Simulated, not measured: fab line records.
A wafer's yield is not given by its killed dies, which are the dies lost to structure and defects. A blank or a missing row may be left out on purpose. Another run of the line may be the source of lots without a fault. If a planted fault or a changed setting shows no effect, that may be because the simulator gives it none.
fab line records -- flow n5-finfet
[record] lots = 9, wafers = 26, last-day = 17
route steps=1938 shown GATE_CUT@467 BEOL_M4@1111
lots with no fault: from the same line, run without faults
start-h: hours from the record's first day to the start of the lot's first wafer shown -- wait-h: time in hours since the lot's previous step -- " the same as in the row above -- L1.1+2: several wafers, shown together as one row -- - no value present, or no start provided -- * or withheld: withheld -- < > ~ a bound
route shown NAME@n: NAME is a module with steps in the file, n the number in the route of the first one -- usual: mean and standard deviation over wafers with no fault -- same: alike in all rows -- chamber/n: place in a boat -- sites: each site's reading -- _std_site: how widely they spread, as a standard deviation -- _edge_site: inner sites' mean taken away from outer sites' mean -- radius-mm: for every site, how far away it sits from the centre of the wafer -- mask NAME#n: copy n -- behind: tool/chamber where the wafer was last shaped -- hold: reason for holding the lot/hours on hold/outcome of the hold -- device: the n, p or np transistor that did not switch -- end of line: the route-end tests of the same wafers -- step lacking rows: just its recipe -- killed: dies lost to structure and defects at the first sort, not the wafer's yield -- map: dies across one wafer; x = killed, . = not, _ = none there
set.NAME: the setting as run; set.NAME@STEP: as run at that earlier step -- model.NAME: the simulator's own value behind a step, which no gauge read
one table for each step of the route and one row for each wafer, over a sample of lots
services: from which hour (start-h, from the record's first day; less than 0 if before it) a tool's chamber was out of use, for how many hours, and why
[[steps]]
[step N5_GATE_CUT_ETCHBACK_30]
[recipe] chemistry = Cl2/Ar, target = TiN, target-depth-a = 30, mode = isotropic, pressure-mtorr = 10, icp-w = 600, bias-w = 60, Cl2_flow_sccm = 40, Ar_flow_sccm = 60
[usual] chamber-pressure-mTorr = 9.999/0.0082, drypump-motor-current-A = 5.6/0.34, oes-product-au = 0.83/0.12, rf-fwd-power-W = 586.7/3, throttle-valve-pct = 20.76/0.19
lot.wafer,tool,chamber,start-h,wait-h,chamber-pressure-mTorr,drypump-motor-current-A,oes-product-au,rf-fwd-power-W,rf-hours-counter-h,throttle-valve-pct
L371.1,rie-metal-01,0,91.71,0.1,10.007,5.2,0.93,590.1,5,20.57
L371.3,rie-metal-01,0,91.71,0.1,10.021,5.2,0.93,589.3,-,20.56
L371.6,rie-metal-01,1,91.71,0.1,9.982,5.5,0.56,587.1,-,21.07
L374.1,rie-metal-02,0,106.20,0.1,9.993,6.2,0.66,587.7,106,20.91
L374.2,rie-metal-02,1,106.20,0.1,10.000,5.3,0.57,585.5,147,21.34
L374.5,rie-metal-02,1,106.20,0.1,9.989,5.3,0.56,582.9,-,21.36
L378.1,rie-metal-03,1,129.84,0.1,10.002,5.8,0.93,583.2,4,20.62
L378.2,rie-metal-03,0,129.84,0.1,10.006,5.7,0.83,587.3,28,20.67
L378.5,rie-metal-03,0,129.84,0.1,9.999,5.7,0.83,587.2,-,20.67
L384.2,rie-metal-02,1,165.45,0.1,10.004,5.3,1.01,590.5,2,20.99
L384.3,rie-metal-02,1,165.45,0.1,10.001,5.3,1.00,589.8,-,21.00
L384.5,rie-metal-02,0,165.45,0.1,9.996,6.3,0.65,588.2,-,20.92
L385.5,rie-metal-03,1,173.95,0.0,10.002,5.7,0.90,583.6,-,20.62
L385.6,rie-metal-03,0,173.95,0.0,9.991,5.7,0.82,585.7,-,20.68
L388.1,rie-metal-02,0,189.42,0.1,10.002,6.3,0.65,591.0,115,20.93
L388.2,rie-metal-02,1,189.42,0.1,9.993,5.3,0.98,586.9,5,21.00
L388.4,rie-metal-02,1,189.42,0.1,9.991,5.3,0.98,585.3,-,20.99
L391.1,rie-metal-01,1,206.00,0.1,10.019,5.5,0.89,583.4,8,20.71
L391.2,rie-metal-01,0,206.00,0.1,9.993,5.2,0.86,587.7,19,20.62
L391.6,rie-metal-01,1,206.00,0.1,9.999,5.5,0.90,581.6,-,20.72
L392.1,rie-metal-01,0,213.47,0.1,10.014,5.1,0.85,587.4,20,20.60
L392.2,rie-metal-01,1,213.47,0.1,10.013,5.5,0.89,586.1,9,20.72
L392.5,rie-metal-01,1,213.47,0.1,10.001,5.5,0.89,582.0,-,20.73
L393.1,rie-metal-01,1,217.49,0.1,10.015,5.5,0.89,585.7,9,20.73
L393.2,rie-metal-01,0,217.49,0.1,9.985,5.2,0.84,586.1,20,20.62
L393.5,rie-metal-01,0,217.49,0.1,9.996,5.1,0.85,587.2,-,20.62
[step N5_GATE_CUT_VAPOR_ETCH_60]
[recipe] chemistry = BCl3/Cl2, target = HfO2, mode = isotropic
[usual] drypump-motor-current-A = 5.6/0.34, oes-product-au = 0.83/0.12
lot.wafer,tool,chamber,start-h,wait-h,drypump-motor-current-A,oes-product-au
L371.1,rie-metal-01,0,91.74,0.0,5.1,0.91
L371.3,rie-metal-01,0,91.74,0.0,5.1,0.91
L371.6,rie-metal-01,1,91.74,0.0,5.5,0.57
L374.1,rie-metal-02,0,106.23,0.0,6.2,0.66
L374.2,rie-metal-02,1,106.23,0.0,5.3,0.56
L374.5,rie-metal-02,1,106.23,0.0,5.3,0.56
L378.1,rie-metal-03,1,129.87,0.0,5.7,0.95
L378.2,rie-metal-03,0,129.87,0.0,5.7,0.83
L378.5,rie-metal-03,0,129.87,0.0,5.7,0.84
L384.2,rie-metal-02,1,165.49,0.0,5.3,1.00
L384.3,rie-metal-02,1,165.49,0.0,5.3,1.00
L384.5,rie-metal-02,0,165.49,0.0,6.3,0.65
L385.5,rie-metal-03,1,173.98,0.0,5.8,0.92
L385.6,rie-metal-03,0,173.98,0.0,5.7,0.82
L388.1,rie-metal-02,0,189.45,0.0,6.3,0.64
L388.2,rie-metal-02,1,189.45,0.0,5.3,0.96
L388.4,rie-metal-02,1,189.45,0.0,5.3,0.96
L391.1,rie-metal-01,1,206.03,0.0,5.5,0.90
L391.2,rie-metal-01,0,206.03,0.0,5.2,0.83
L391.6,rie-metal-01,1,206.03,0.0,5.5,0.90
L392.1,rie-metal-01,0,213.50,0.0,5.1,0.83
L392.2,rie-metal-01,1,213.50,0.0,5.5,0.89
L392.5,rie-metal-01,1,213.50,0.0,5.5,0.89
L393.1,rie-metal-01,1,217.52,0.0,5.5,0.90
L393.2,rie-metal-01,0,217.52,0.0,5.1,0.83
L393.5,rie-metal-01,0,217.52,0.0,5.2,0.83
[step N5_GATE_CUT_CMP_02]
[recipe] stop-on = SiO2, t-overpolish-s = 12.7, post-cmp-clean = alkaline-brush, down-force-psi = 2.5, platen-rpm = 51.8, pad-velocity-m-s = 1.0307, target-thk-nm = 0
[usual] motor-current-A = 9.1/0.96, overpolish-run-s = 12.701/0.0089, platen-rpm = 51.80/0.031, slurry-filter-dp-kPa = 13.49/0.14, time-to-endpoint-s = 24.9/2.8
lot.wafer,tool,chamber,start-h,wait-h,motor-current-A,overpolish-run-s,platen-rpm,slurry-filter-dp-kPa,time-to-endpoint-s
L371.1,cmp-01,2,94.62,0.1,8.8,12.709,51.74,13.44,21.1
L371.3,cmp-01,3,94.62,0.1,10.9,12.698,51.79,13.39,25.4
L371.6,cmp-01,3,94.62,0.1,10.6,12.702,51.80,13.34,28.0
L374.1,cmp-01,1,109.09,0.1,8.8,12.708,51.77,13.38,25.9
L374.2,cmp-01,2,109.09,0.1,8.5,12.688,51.82,13.64,21.8
L374.5,cmp-01,0,109.09,0.1,9.5,12.703,51.78,13.59,24.2
L378.2,cmp-04,0,132.51,0.1,9.5,12.708,51.78,13.50,22.6
L378.1,cmp-04,2,132.51,0.1,8.1,12.707,51.77,13.19,24.6
L378.5,cmp-04,0,132.51,0.1,9.0,12.685,51.82,13.39,23.8
L384.2,cmp-03,3,168.72,0.1,8.5,12.697,51.80,13.63,25.5
L384.3,cmp-03,1,168.72,0.1,8.0,12.716,51.85,13.41,34.7
L384.5,cmp-03,0,168.72,0.1,8.3,12.699,51.83,13.37,30.3
L385.5,cmp-04,1,176.75,0.2,9.3,12.717,51.77,13.51,22.9
L385.6,cmp-04,2,176.75,0.2,8.6,12.693,51.79,13.54,25.0
L388.2,cmp-01,3,192.10,0.1,11.0,12.705,51.79,13.58,26.6
L388.4,cmp-01,0,192.10,0.1,8.2,12.718,51.78,13.47,25.3
L388.1,cmp-01,2,192.10,0.1,8.5,12.697,51.83,13.54,20.5
L391.1,cmp-03,2,208.67,0.1,8.6,12.702,51.85,13.55,23.8
L391.2,cmp-03,3,208.67,0.1,8.9,12.708,51.75,13.34,20.5
L391.6,cmp-03,2,208.67,0.1,8.3,12.708,51.80,13.58,24.5
L392.2,cmp-04,1,216.15,0.1,9.3,12.707,51.78,13.29,24.4
L392.1,cmp-04,3,216.15,0.1,10.9,12.705,51.75,13.44,24.1
L392.5,cmp-04,2,216.15,0.1,8.5,12.702,51.81,13.28,22.7
L393.1,cmp-01,3,220.18,0.1,10.4,12.686,51.82,13.34,23.6
L393.2,cmp-01,0,220.18,0.1,8.9,12.694,51.80,13.28,25.9
L393.5,cmp-01,3,220.18,0.1,11.4,12.684,51.79,13.13,25.2
[step N5_GATE_CUT_HM_OPEN_40]
[recipe] chemistry = C4F6/O2, target = SiO2, mask-material = SiARC, target-depth-a = 1390, time-s = 85.1, ion-energy-ev = 250, pressure-mtorr = 30, source-w = 345, bias-w = 185, Ar_flow_sccm = 300, C4F6_flow_sccm = 10, O2_flow_sccm = 10, ends = cleared
[usual] chamber-pressure-mTorr = 29.998/0.025, drypump-motor-current-A = 5.5/0.44, etch-rf-on-time-s = 93.7/2.2, oes-product-au = 0.69/0.083, rf-fwd-power-W = 341.9/1.3, rf-vpp-V = 660/12, showerhead-plenum-p-Torr = 2.88/0.084, throttle-valve-pct = 20.92/0.18
lot.wafer,tool,chamber,start-h,wait-h,chamber-pressure-mTorr,drypump-motor-current-A,etch-rf-on-time-s,oes-product-au,rf-fwd-power-W,rf-hours-counter-h,rf-vpp-V,showerhead-plenum-p-Torr,throttle-valve-pct
L371.1,rie-diel-04,0,97.16,0.0,30.021,5.4,95.8,0.61,343.4,252,664,2.80,21.07
L371.3,rie-diel-04,3,97.16,0.0,29.988,5.9,95.8,0.65,340.6,184,662,2.69,21.11
L371.6,rie-diel-04,3,97.16,0.0,30.035,6.0,96.7,0.65,341.6,-,663,2.69,21.12
L374.1,rie-diel-01,0,109.97,0.0,30.041,5.3,89.8,0.79,341.9,55,668,3.00,20.84
L374.2,rie-diel-01,2,109.97,0.0,30.011,5.4,96.5,0.66,341.5,155,654,2.85,21.07
L374.5,rie-diel-01,1,109.97,0.0,29.981,6.0,95.6,0.63,342.6,-,675,2.81,20.84
L378.1,rie-diel-01,3,133.59,0.0,29.988,5.7,89.5,0.64,342.6,178,645,2.94,20.86
L378.2,rie-diel-01,0,133.59,0.0,29.993,5.4,89.1,0.78,340.6,62,669,3.00,20.85
L378.5,rie-diel-01,2,133.59,0.0,30.007,5.4,96.1,0.65,342.9,-,652,2.85,21.11
L384.2,rie-diel-01,0,169.68,0.0,29.984,5.3,89.6,0.77,342.1,75,666,2.99,20.86
L384.3,rie-diel-01,2,169.68,0.0,30.050,5.4,95.8,0.64,341.5,176,653,2.84,21.11
L384.5,rie-diel-01,2,169.68,0.0,30.043,5.4,72.7,0.77,342.4,-,653,2.84,21.18
L385.5,rie-diel-01,0,177.80,0.0,30.036,5.3,71.4,0.90,340.9,-,667,2.99,20.91
L385.6,rie-diel-01,1,177.80,0.0,29.976,6.0,91.4,0.91,340.8,-,675,2.80,20.41
L388.1,rie-diel-02,2,193.29,0.0,30.019,5.1,96.7,0.63,343.4,211,679,2.83,20.88
L388.2,rie-diel-02,1,193.29,0.0,30.024,5.6,93.7,0.66,341.8,163,657,2.96,21.14
L388.4,rie-diel-02,1,193.29,0.0,30.014,5.6,93.2,0.68,342.1,-,657,2.96,21.13
L391.1,rie-diel-02,3,209.85,0.0,29.983,5.0,93.2,0.77,342.6,52,656,2.78,20.99
L391.2,rie-diel-02,0,209.85,0.0,29.950,6.5,94.9,0.86,341.4,3,639,2.91,20.37
L391.6,rie-diel-02,1,209.85,0.0,30.043,5.6,95.7,0.66,343.2,-,658,2.96,21.14
L392.1,rie-diel-02,3,218.23,0.0,29.958,4.9,91.4,0.78,341.2,53,656,2.78,21.00
L392.2,rie-diel-02,2,218.23,0.0,30.010,5.1,95.1,0.62,342.6,218,679,2.83,20.87
L392.5,rie-diel-02,3,218.23,0.0,29.979,4.9,93.4,0.77,342.2,-,656,2.78,20.99
L393.1,rie-diel-04,1,221.26,0.0,29.988,5.1,88.8,0.89,341.4,7,664,2.91,20.55
L393.2,rie-diel-04,2,221.26,0.0,30.013,4.7,89.1,0.80,342.2,36,664,3.03,20.86
L393.5,rie-diel-04,2,221.26,0.0,30.023,4.7,89.7,0.80,344.3,-,664,3.03,20.87
[step N5_BEOL_M4_RC_MEAS_101]
[usual] DIBL_N = 35.8/1.8, DIBL_P = 35.6/2, IOFF_N = 0.148/0.028, IOFF_P = 0.20/0.034, ION_N = 672/12, ION_P = 462/8.5, SS_N = 71.2/0.65, SS_P = 73.1/0.67, VT_N = 251/3.3, VT_P = -251/3.8
lot.wafer,tool,chamber,start-h,wait-h,DIBL_N[mV/V],DIBL_P[mV/V],IOFF_N[nA/um],IOFF_P[nA/um],ION_N[uA/um],ION_P[uA/um],SS_N[mV/dec],SS_P[mV/dec],VT_N[mV],VT_P[mV]
L371.1,prober-01,0,170.97,0.0,37.7,38.6,0.156,0.22,647,451,72.1,73.9,252,-247
L371.3,prober-01,0,170.97,0.0,36.9,36.7,0.151,0.20,672,461,70.9,72.5,252,-248
L371.6,prober-01,0,170.97,0.0,36.8,37.4,0.145,0.21,674,464,70.4,73.5,250,-248
L374.1,prober-01,0,199.23,0.0,36.3,37.7,0.161,0.19,686,464,71.5,72.9,250,-256
L374.2,prober-01,0,199.23,0.0,35.4,38.2,0.152,0.20,674,463,71.5,72.6,252,-254
L374.5,prober-01,0,199.23,0.0,36.7,37.9,0.165,0.19,671,461,71.0,73.1,250,-256
L378.1,prober-01,0,204.22,0.0,33.9,31.6,0.107,0.17,652,459,70.5,72.6,255,-251
L378.2,prober-01,0,204.22,0.0,36.2,35.5,0.157,0.23,682,474,71.4,73.2,250,-246
L378.5,prober-01,0,204.22,0.0,36.4,35.4,0.153,0.22,667,462,71.6,73.1,250,-247
L384.2,prober-01,0,244.85,0.2,34.9,35.3,0.141,0.21,672,466,71.2,72.7,251,-248
L384.3,prober-01,0,244.85,0.2,34.6,34.7,0.142,0.21,671,473,70.9,72.8,252,-251
L384.5,prober-01,0,244.85,0.2,34.2,35.1,0.134,0.21,673,463,70.0,72.3,249,-251
L385.5,prober-02,0,262.60,0.6,35.7,35.7,0.171,0.24,688,475,71.7,74.5,247,-245
L385.6,prober-02,0,262.60,0.6,34.3,34.1,0.139,0.22,684,471,71.1,73.3,252,-244
L388.1,prober-01,0,267.31,0.0,38.5,39.8,0.191,0.25,679,463,72.1,73.7,248,-248
L388.2,prober-01,0,267.31,0.0,35.8,34.5,0.137,0.17,663,454,71.6,73.0,252,-252
L388.4,prober-01,0,267.31,0.0,35.6,36.1,0.146,0.18,683,466,71.5,73.1,251,-255
L391.1,prober-01,0,290.31,0.0,38.6,41.2,0.200,0.27,678,464,72.5,74.2,245,-247
L391.2,prober-01,0,290.31,0.0,37.8,39.5,0.181,0.24,684,462,71.2,73.9,247,-249
L391.6,prober-01,0,290.31,0.0,38.0,39.9,0.183,0.25,682,472,72.0,74.1,250,-247
L392.1,prober-02,0,306.87,0.0,35.8,35.0,0.147,0.19,677,463,71.3,72.4,250,-248
L392.2,prober-02,0,306.87,0.0,38.4,37.4,0.197,0.24,691,478,71.6,72.5,246,-247
L392.5,prober-02,0,306.87,0.0,35.3,33.1,0.138,0.18,682,464,71.0,71.9,254,-250
L393.1,prober-02,0,310.71,0.0,34.5,34.1,0.145,0.19,673,471,70.7,72.4,249,-249
L393.2,prober-02,0,310.71,0.0,35.1,35.6,0.163,0.21,687,470,70.5,72.9,246,-247
L393.5,prober-02,0,310.71,0.0,35.3,35.2,0.164,0.21,692,469,70.9,72.9,247,-247
[[services]]
tool,chamber,start-h,hours,kind
rie-diel-02,-,84.23,0.9,repair
rie-diel-02,2,87.37,1.3,repair
cmp-03,-,88.78,63.6,repair
rie-diel-02,1,89.59,5.3,repair
cmp-01,-,90.69,0.4,repair
rie-diel-01,1,91.99,3.6,repair
rie-diel-02,2,94.72,4.8,repair
rie-metal-01,-,99.38,1.0,repair
cmp-04,-,103.78,12.7,repair
rie-metal-02,-,111.94,2.8,pm
rie-metal-02,1,136.39,1.8,repair
rie-metal-03,1,145.12,1.7,repair
cmp-04,-,146.70,6.9,pm
rie-metal-01,-,148.56,1.0,repair
cmp-01,-,153.65,4.2,pm
cmp-01,-,157.95,2.1,repair
rie-diel-01,1,187.31,5.4,repair
cmp-01,-,189.59,0.3,repair
cmp-01,-,193.67,4.0,pm
rie-metal-02,1,206.40,14.0,repair
cmp-04,-,206.70,4.0,pm
cmp-04,-,217.95,6.5,repair
cmp-01,-,218.47,1.5,repair
rie-metal-02,0,219.95,4.2,repair
[[key]]
[first-sign] step = N5_GATE_CUT_HM_OPEN_40, reading = etch-rf-on-time-s, direction = down, sigmas = 9.7, usual = *, struck = *
effect none on later readings
met-at N5_GATE_CUT_HM_OPEN_40
struck-lots L384,L385
struck-wafers L384.5,L385.5
not-acting-at N5_GATE_CUT_ETCHBACK_30,N5_GATE_CUT_VAPOR_ETCH_60,N5_GATE_CUT_CMP_02
onset-between 133.59 169.68
[fault] kind = process-parameter-drift, tool = rie-diel-01, chamber = -, onset-h = 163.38, steps = N5_GATE_CUT_HM_OPEN_40, channel = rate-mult, offset = 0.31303, shape = step, end-h = 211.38, scope = struck-wafers-only
